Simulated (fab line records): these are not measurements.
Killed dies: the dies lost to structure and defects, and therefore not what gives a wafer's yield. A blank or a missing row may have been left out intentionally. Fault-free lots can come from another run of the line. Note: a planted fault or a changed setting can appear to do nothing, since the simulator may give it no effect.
The tool behind it: which one? || flow n5_finfet || 10 lots, 30 wafers sampled, at 6 steps of a route of 1938

== WHAT EACH GAUGE READ, for each wafer ==
N5_DUMMY_GATE_CD_MEAS_24 targets a cd of 15 nm. Usual: cd_nm at 15.2 nm, with a standard deviation of 0.42.
{"lot": "L397", "measured": "day 3 01:35", "on": "cd_sem-02", "cd_nm (nm)": "15.4 16.2 14.9", "flag": ""}
{"lot": "L399", "measured": "day 3 13:09", "on": "cd_sem-01", "cd_nm (nm)": "15.2 14.9 15.2", "flag": ""}
{"lot": "L401", "measured": "day 4 01:49", "on": "cd_sem-02", "cd_nm (nm)": "15.4 15.0 15.6", "flag": ""}
{"lot": "L402", "measured": "day 4 08:11", "on": "cd_sem-01", "cd_nm (nm)": "15.3 15.5 15.5", "flag": ""}
{"lot": "L403", "measured": "day 4 11:22", "on": "cd_sem-03", "cd_nm (nm)": "14.7 14.8 15.1", "flag": ""}
{"lot": "L404", "measured": "day 4 20:35", "on": "cd_sem-02", "cd_nm (nm)": "15.4 15.8 15.2", "flag": ""}
{"lot": "L409", "measured": "day 6 01:11", "on": "cd_sem-03", "cd_nm (nm)": "15.3 14.9 15.0", "flag": ""}
{"lot": "L410", "measured": "day 6 08:47", "on": "cd_sem-01", "cd_nm (nm)": "15.9 15.0 14.8", "flag": ""}
{"lot": "L411", "measured": "day 6 15:43", "on": "cd_sem-03", "cd_nm (nm)": "15.0 14.8 14.7", "flag": ""}
{"lot": "L412", "measured": "day 6 16:32", "on": "cd_sem-01", "cd_nm (nm)": "15.1 14.9 15.0", "flag": ""}

N5_SD_EPI_N_OVL_MEAS_10. Usual: SD_N_BLK_OVL gives -0.5 nm (standard deviation 0.72).
{"lot": "L397", "measured": "day 3 03:10", "on": "overlay-01", "SD_N_BLK_OVL (nm)": "-0.8 -0.2 -0.9", "flag": ""}
{"lot": "L399", "measured": "day 3 14:28", "on": "overlay-01", "SD_N_BLK_OVL (nm)": "-0.6 -0.6 -0.7", "flag": ""}
{"lot": "L401", "measured": "day 4 03:02", "on": "overlay-01", "SD_N_BLK_OVL (nm)": "-0.6 -0.7 -0.5", "flag": ""}
{"lot": "L402", "measured": "day 4 09:32", "on": "overlay-02", "SD_N_BLK_OVL (nm)": "-1.0 -1.2 -1.0", "flag": ""}
{"lot": "L403", "measured": "day 4 14:04", "on": "overlay-01", "SD_N_BLK_OVL (nm)": "0.8 -0.2 0.2", "flag": ""}
{"lot": "L404", "measured": "day 4 21:57", "on": "overlay-01", "SD_N_BLK_OVL (nm)": "-0.8 -1.4 -1.3", "flag": ""}
{"lot": "L409", "measured": "day 6 03:01", "on": "overlay-01", "SD_N_BLK_OVL (nm)": "-1.8 -0.3 0.6", "flag": ""}
{"lot": "L410", "measured": "day 6 10:09", "on": "overlay-02", "SD_N_BLK_OVL (nm)": "1.0 -0.6 0.3", "flag": ""}
{"lot": "L411", "measured": "day 6 16:55", "on": "overlay-02", "SD_N_BLK_OVL (nm)": "1.6 -0.1 0.4", "flag": ""}
{"lot": "L412", "measured": "day 6 19:34", "on": "overlay-02", "SD_N_BLK_OVL (nm)": "-0.7 0.3 -0.2", "flag": ""}

N5_BEOL_M4_RC_MEAS_101. Usual: DIBL_N 35.8 mV/V, standard deviation 1.7; DIBL_P 35.3 mV/V, standard deviation 2; IOFF_N 0.150 nA/um, standard deviation 0.026; IOFF_P 0.194 nA/um, standard deviation 0.029; ION_N 667 uA/um, standard deviation 11; ION_P 456 uA/um, standard deviation 7.1; REXT_N 75.7 ohm.um, standard deviation 1.8; SS_N 71.4 mV/dec, standard deviation 0.65; SS_P 73.1 mV/dec, standard deviation 0.64; VT_N 251 mV, standard deviation 3; VT_P -252 mV, standard deviation 3.2.
{"lot": "L397", "measured": "day 9 17:53", "on": "prober-01", "DIBL_N (mV/V)": "36.5 32.5 35.6", "DIBL_P (mV/V)": "36.8 32.0 36.5", "IOFF_N (nA/um)": "0.156 0.103 0.150", "IOFF_P (nA/um)": "0.193 0.136 0.190", "ION_N (uA/um)": "678 649 675", "ION_P (uA/um)": "461 447 466", "REXT_N (ohm.um)": "75.8 76.1 74.9", "SS_N (mV/dec)": "72.2 70.9 71.2", "SS_P (mV/dec)": "73.0 71.8 74.1", "VT_N (mV)": "253 258 250", "VT_P (mV)": "-252 -258 -254", "flag": ""}
{"lot": "L399", "measured": "day 10 07:59", "on": "prober-02", "DIBL_N (mV/V)": "36.1 36.0 37.7", "DIBL_P (mV/V)": "36.4 36.0 37.8", "IOFF_N (nA/um)": "0.148 0.150 0.173", "IOFF_P (nA/um)": "0.197 0.196 0.228", "ION_N (uA/um)": "663 671 666", "ION_P (uA/um)": "452 462 457", "REXT_N (ohm.um)": "74.4 73.4 74.5", "SS_N (mV/dec)": "71.0 71.1 72.4", "SS_P (mV/dec)": "73.3 73.4 74.0", "VT_N (mV)": "252 253 247", "VT_P (mV)": "-252 -255 -250", "flag": ""}
{"lot": "L401", "measured": "day 11 04:16", "on": "prober-02", "DIBL_N (mV/V)": "36.4 37.6 34.9", "DIBL_P (mV/V)": "35.5 37.3 33.0", "IOFF_N (nA/um)": "0.157 0.187 0.123", "IOFF_P (nA/um)": "0.188 0.220 0.159", "ION_N (uA/um)": "673 688 658", "ION_P (uA/um)": "457 463 450", "REXT_N (ohm.um)": "78.4 78.8 77.4", "SS_N (mV/dec)": "71.0 71.5 70.8", "SS_P (mV/dec)": "72.8 73.7 73.2", "VT_N (mV)": "251 246 256", "VT_P (mV)": "-249 -249 -253", "flag": ""}
{"lot": "L402", "measured": "day 11 08:04", "on": "prober-02", "DIBL_N (mV/V)": "33.9 31.8 34.2", "DIBL_P (mV/V)": "32.9 31.0 33.7", "IOFF_N (nA/um)": "0.125 0.097 0.125", "IOFF_P (nA/um)": "0.150 0.135 0.157", "ION_N (uA/um)": "669 644 662", "ION_P (uA/um)": "448 443 453", "REXT_N (ohm.um)": "70.8 71.7 71.5", "SS_N (mV/dec)": "71.4 69.8 71.0", "SS_P (mV/dec)": "72.4 72.2 72.5", "VT_N (mV)": "255 256 253", "VT_P (mV)": "-255 -257 -254", "flag": ""}
{"lot": "L403", "measured": "day 11 20:26", "on": "prober-02", "DIBL_N (mV/V)": "34.8 35.6 34.6", "DIBL_P (mV/V)": "34.4 35.2 33.4", "IOFF_N (nA/um)": "0.118 0.126 0.110", "IOFF_P (nA/um)": "0.165 0.167 0.152", "ION_N (uA/um)": "659 649 638", "ION_P (uA/um)": "450 448 445", "REXT_N (ohm.um)": "73.3 73.8 72.7", "SS_N (mV/dec)": "70.4 71.1 70.9", "SS_P (mV/dec)": "72.9 72.2 72.4", "VT_N (mV)": "254 254 257", "VT_P (mV)": "-255 -256 -259", "flag": ""}
{"lot": "L404", "measured": "day 12 05:59", "on": "prober-02", "DIBL_N (mV/V)": "34.0 32.6 36.1", "DIBL_P (mV/V)": "35.8 33.2 38.3", "IOFF_N (nA/um)": "0.141 0.123 0.184", "IOFF_P (nA/um)": "0.208 0.172 0.250", "ION_N (uA/um)": "676 667 680", "ION_P (uA/um)": "468 458 468", "REXT_N (ohm.um)": "76.0 72.8 74.7", "SS_N (mV/dec)": "70.9 70.8 71.3", "SS_P (mV/dec)": "72.7 71.9 73.2", "VT_N (mV)": "250 251 247", "VT_P (mV)": "-249 -251 -243", "flag": ""}
{"lot": "L409", "measured": "day 13 19:43", "on": "prober-02", "DIBL_N (mV/V)": "36.6 35.7 35.0", "DIBL_P (mV/V)": "34.3 35.7 32.6", "IOFF_N (nA/um)": "0.161 0.151 0.134", "IOFF_P (nA/um)": "0.192 0.210 0.162", "ION_N (uA/um)": "668 677 659", "ION_P (uA/um)": "456 458 449", "REXT_N (ohm.um)": "76.2 77.2 76.0", "SS_N (mV/dec)": "72.1 72.2 71.6", "SS_P (mV/dec)": "74.2 73.4 72.8", "VT_N (mV)": "251 249 253", "VT_P (mV)": "-252 -251 -255", "flag": ""}
{"lot": "L410", "measured": "day 12 22:57", "on": "prober-01", "DIBL_N (mV/V)": "32.5 33.7 33.5", "DIBL_P (mV/V)": "35.2 37.0 36.0", "IOFF_N (nA/um)": "0.106 0.113 0.111", "IOFF_P (nA/um)": "0.199 0.220 0.210", "ION_N (uA/um)": "646 633 637", "ION_P (uA/um)": "460 453 459", "REXT_N (ohm.um)": "81.5 84.1 84.0", "SS_N (mV/dec)": "70.7 71.6 71.0", "SS_P (mV/dec)": "73.0 72.8 73.7", "VT_N (mV)": "255 256 256", "VT_P (mV)": "-251 -250 -250", "flag": "OFF"}
{"lot": "L411", "measured": "day 14 05:40", "on": "prober-01", "DIBL_N (mV/V)": "38.3 36.9 37.8", "DIBL_P (mV/V)": "35.3 34.6 34.8", "IOFF_N (nA/um)": "0.186 0.161 0.171", "IOFF_P (nA/um)": "0.213 0.204 0.199", "ION_N (uA/um)": "669 677 688", "ION_P (uA/um)": "456 466 464", "REXT_N (ohm.um)": "75.3 75.4 75.1", "SS_N (mV/dec)": "72.2 71.9 72.1", "SS_P (mV/dec)": "73.8 73.9 73.1", "VT_N (mV)": "247 249 248", "VT_P (mV)": "-252 -251 -250", "flag": ""}
{"lot": "L412", "measured": "day 14 01:52", "on": "prober-02", "DIBL_N (mV/V)": "33.3 34.0 32.4", "DIBL_P (mV/V)": "38.5 37.5 36.8", "IOFF_N (nA/um)": "0.122 0.118 0.102", "IOFF_P (nA/um)": "0.264 0.230 0.226", "ION_N (uA/um)": "643 654 635", "ION_P (uA/um)": "463 470 465", "REXT_N (ohm.um)": "84.3 81.1 82.5", "SS_N (mV/dec)": "70.9 71.0 70.7", "SS_P (mV/dec)": "74.5 74.1 73.5", "VT_N (mV)": "249 254 255", "VT_P (mV)": "-245 -247 -248", "flag": "OFF"}

== WHICH TOOL RAN EACH LOT (tool, then ch and the chambers of the sampled wafers, then the start) ==
{"lot": "L397", "N5_SPACER0_ALD_00": "ald_sin-02 ch 0,1,2, day 3 02:19", "N5_SPACER0_ALD_08": "ald_sin-02 ch 0,1,2, day 3 02:35", "N5_SD_EPI_P_VAPOR_ETCH_44": "epi_rpcvd-04 ch 0, day 3 08:54"}
{"lot": "L399", "N5_SPACER0_ALD_00": "ald_sin-02 ch 1,3, day 3 13:38", "N5_SPACER0_ALD_08": "ald_sin-02 ch 1,3, day 3 13:53", "N5_SD_EPI_P_VAPOR_ETCH_44": "epi_rpcvd-01 ch 0, day 3 20:23"}
{"lot": "L401", "N5_SPACER0_ALD_00": "ald_sin-02 ch 0,1,3, day 4 02:19", "N5_SPACER0_ALD_08": "ald_sin-02 ch 0,1,3, day 4 02:35", "N5_SD_EPI_P_VAPOR_ETCH_44": "epi_rpcvd-04 ch 0, day 4 09:14"}
{"lot": "L402", "N5_SPACER0_ALD_00": "ald_sin-02 ch 1,2,3, day 4 08:41", "N5_SPACER0_ALD_08": "ald_sin-02 ch 1,2,3, day 4 08:56", "N5_SD_EPI_P_VAPOR_ETCH_44": "epi_rpcvd-03 ch 0, day 4 18:00"}
{"lot": "L403", "N5_SPACER0_ALD_00": "ald_sin-01 ch 0,3, day 4 13:14", "N5_SPACER0_ALD_08": "ald_sin-01 ch 0,3, day 4 13:29", "N5_SD_EPI_P_VAPOR_ETCH_44": "epi_rpcvd-04 ch 0, day 4 20:53"}
{"lot": "L404", "N5_SPACER0_ALD_00": "ald_sin-04 ch 0,1,2, day 4 21:07", "N5_SPACER0_ALD_08": "ald_sin-04 ch 0,1,2, day 4 21:22", "N5_SD_EPI_P_VAPOR_ETCH_44": "epi_rpcvd-03 ch 0, day 5 05:25"}
{"lot": "L409", "N5_SPACER0_ALD_00": "ald_sin-04 ch 1,2, day 6 02:10", "N5_SPACER0_ALD_08": "ald_sin-04 ch 1,2, day 6 02:26", "N5_SD_EPI_P_VAPOR_ETCH_44": "epi_rpcvd-03 ch 0, day 6 09:30"}
{"lot": "L410", "N5_SPACER0_ALD_00": "ald_sin-04 ch 1,2,3, day 6 09:26", "N5_SPACER0_ALD_08": "ald_sin-04 ch 1,2,3, day 6 09:41", "N5_SD_EPI_P_VAPOR_ETCH_44": "epi_rpcvd-04 ch 0, day 6 15:50"}
{"lot": "L411", "N5_SPACER0_ALD_00": "ald_sin-01 ch 2,3, day 6 16:11", "N5_SPACER0_ALD_08": "ald_sin-01 ch 2,3, day 6 16:27", "N5_SD_EPI_P_VAPOR_ETCH_44": "epi_rpcvd-01 ch 0, day 6 22:56"}
{"lot": "L412", "N5_SPACER0_ALD_00": "ald_sin-04 ch 1,2,3, day 6 18:40", "N5_SPACER0_ALD_08": "ald_sin-04 ch 1,2,3, day 6 18:56", "N5_SD_EPI_P_VAPOR_ETCH_44": "epi_rpcvd-04 ch 0, day 7 01:31"}
- N5_SPACER0_ALD_00: deposits SiOCN, target thk 3.5 nm, pulse time 3 s, purge time 2 s.
- N5_SPACER0_ALD_08: deposits SiNx, target thk 2 nm.
- N5_SD_EPI_P_VAPOR_ETCH_44: etches SiGe30 in NF3/Ar, time 3.3 s.

== WHAT THE TOOLS THEMSELVES READ (means of the sampled wafers that have a number; where no wafer has one, the mark that the record gives instead) ==
N5_SPACER0_ALD_00. Usual: heater_power_w 856 W, standard deviation 86; precursor_pulse_height_rel 0.997, standard deviation 0.021.
{"lot": "L397", "tool": "ald_sin-02", "heater_power_w (W)": 821, "precursor_pulse_height_rel": 1.022, "flag": ""}
{"lot": "L399", "tool": "ald_sin-02", "heater_power_w (W)": 838, "precursor_pulse_height_rel": 0.999, "flag": ""}
{"lot": "L401", "tool": "ald_sin-02", "heater_power_w (W)": 827, "precursor_pulse_height_rel": 1.010, "flag": ""}
{"lot": "L402", "tool": "ald_sin-02", "heater_power_w (W)": 830, "precursor_pulse_height_rel": 0.972, "flag": ""}
{"lot": "L403", "tool": "ald_sin-01", "heater_power_w (W)": 1006, "precursor_pulse_height_rel": 0.974, "flag": ""}
{"lot": "L404", "tool": "ald_sin-04", "heater_power_w (W)": 839, "precursor_pulse_height_rel": 0.989, "flag": ""}
{"lot": "L409", "tool": "ald_sin-04", "heater_power_w (W)": 846, "precursor_pulse_height_rel": 0.992, "flag": ""}
{"lot": "L410", "tool": "ald_sin-04", "heater_power_w (W)": 869, "precursor_pulse_height_rel": 0.993, "flag": ""}
{"lot": "L411", "tool": "ald_sin-01", "heater_power_w (W)": 857, "precursor_pulse_height_rel": 1.002, "flag": ""}
{"lot": "L412", "tool": "ald_sin-04", "heater_power_w (W)": 882, "precursor_pulse_height_rel": 1.000, "flag": ""}

N5_SPACER0_ALD_08. Usual: heater_power_w at 857 W, with a standard deviation of 87.
{"lot": "L397", "tool": "ald_sin-02", "heater_power_w (W)": 824, "flag": ""}
{"lot": "L399", "tool": "ald_sin-02", "heater_power_w (W)": 838, "flag": ""}
{"lot": "L401", "tool": "ald_sin-02", "heater_power_w (W)": 827, "flag": ""}
{"lot": "L402", "tool": "ald_sin-02", "heater_power_w (W)": 833, "flag": ""}
{"lot": "L403", "tool": "ald_sin-01", "heater_power_w (W)": 1003, "flag": ""}
{"lot": "L404", "tool": "ald_sin-04", "heater_power_w (W)": 834, "flag": ""}
{"lot": "L409", "tool": "ald_sin-04", "heater_power_w (W)": 859, "flag": ""}
{"lot": "L410", "tool": "ald_sin-04", "heater_power_w (W)": 881, "flag": ""}
{"lot": "L411", "tool": "ald_sin-01", "heater_power_w (W)": 862, "flag": ""}
{"lot": "L412", "tool": "ald_sin-04", "heater_power_w (W)": 895, "flag": ""}

== THE ANSWER, worked out from the rows above alone ==
Rule: a lot counts as off when the mean over its wafers that have a number is more than 3 standard deviations away from the usual mean. A lot without any number at a reading at which 4 lots or more have one is off too. Where the step has rows for the other lots, those lots are counted as sound. The gauges are gone through in route order, then the tools' own readings, and for those a lot's mean is taken as printed above. At the first step where some lot is off, the reading lying furthest off is the one used; lots without a number count as furthest.
Off: L410, L412, seen at N5_BEOL_M4_RC_MEAS_101 (REXT_N).
A tool fits if, at a process step before that reading, it ran every lot that is off, and no sound lot after the first of them. Gauges at N5_BEOL_M4_RC_MEAS_101: tried the same way as those tools. 2 tools fit, ald_sin-04 at N5_SPACER0_ALD_00 and N5_SPACER0_ALD_08 and epi_rpcvd-04 at N5_SD_EPI_P_VAPOR_ETCH_44, so this cannot tell which one it is.

== WHAT THE SIMULATOR HAD INSERTED ==
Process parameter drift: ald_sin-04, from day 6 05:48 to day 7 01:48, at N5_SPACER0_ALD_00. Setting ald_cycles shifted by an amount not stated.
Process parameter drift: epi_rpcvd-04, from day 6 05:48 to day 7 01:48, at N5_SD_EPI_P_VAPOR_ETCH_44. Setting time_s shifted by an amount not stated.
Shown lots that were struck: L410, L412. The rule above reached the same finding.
